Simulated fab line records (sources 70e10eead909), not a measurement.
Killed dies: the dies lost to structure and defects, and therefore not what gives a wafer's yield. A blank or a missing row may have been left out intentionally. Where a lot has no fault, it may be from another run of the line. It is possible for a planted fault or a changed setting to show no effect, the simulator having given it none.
Matching of chambers ; flow nand harc ; NHARC_A_ONON_D2_DEP_33 on pecvd-03 has 3 sister chambers
The step deposits SiO2, target thk 200 nm. 14 wafers are shown with their chamber, then 7 later ones without.

WAFERS, EACH WITH ITS CHAMBER
wafer;chamber;heater power w (W);heater power outer w (W);flow sccm (sccm)
L074.3;0;666;362;2656
L074.5;1;505;231;2649
L074.6;2;326;147;2653
L081.1;0;634;337;2647
L081.2;1;571;279;2635
L081.3;2;400;193;2656
L084.2;0;551;293;2650
L084.3;1;653;354;2651
L084.6;0;570;304;2657
L087.1;1;635;337;2661
L087.3;2;428;207;2651
L087.4;1;632;340;2656
L090.3;2;377;181;2656
L090.5;0;675;405;2645

SIGNATURES (means of the wafers above)
reading;chamber 0;chamber 1;chamber 2;scatter within a chamber
heater power w;619.20;599.20;382.75;54.9
heater power outer w;340.20;308.20;182.00;43.6
flow sccm;2651.00;2650.40;2654.00;6.84
Rule: a wafer's distance from a chamber is the root of the sum, over the readings, of the square of ((its reading less the chamber's mean) divided by the reading's scatter). The wafer belongs to the nearest chamber; if the next one is less than 2 further off, it can't be placed. The scatter: take each reading less its chamber's mean, square it, sum over the shown wafers, divide by the number of wafers less the number of chambers, and take the root.

WAFERS MISSING THEIR CHAMBER
wafer;heater power w (W);heater power outer w (W);flow sccm (sccm)
L090.6;389;190;2646
L095.2;642;376;2639
L095.4;608;316;2641
L095.5;660;380;2660
L097.2;381;182;2652
L097.3;627;321;2645
L097.6;623;328;2643

CHAMBER TAKEN BY EACH
wafer;from the rows above;in truth
L090.6;2;2
L095.2;can't be placed: 0 or 1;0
L095.4;can't be placed: 1 or 0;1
L095.5;can't be placed: 0 or 1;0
L097.2;2;2
L097.3;can't be placed: 1 or 0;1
L097.6;can't be placed: 0 or 1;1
Placed correctly: 2 of 7. From these rows, 5 cannot be placed; in 5 the true chamber is one of the candidates. Number placed wrongly: 0.
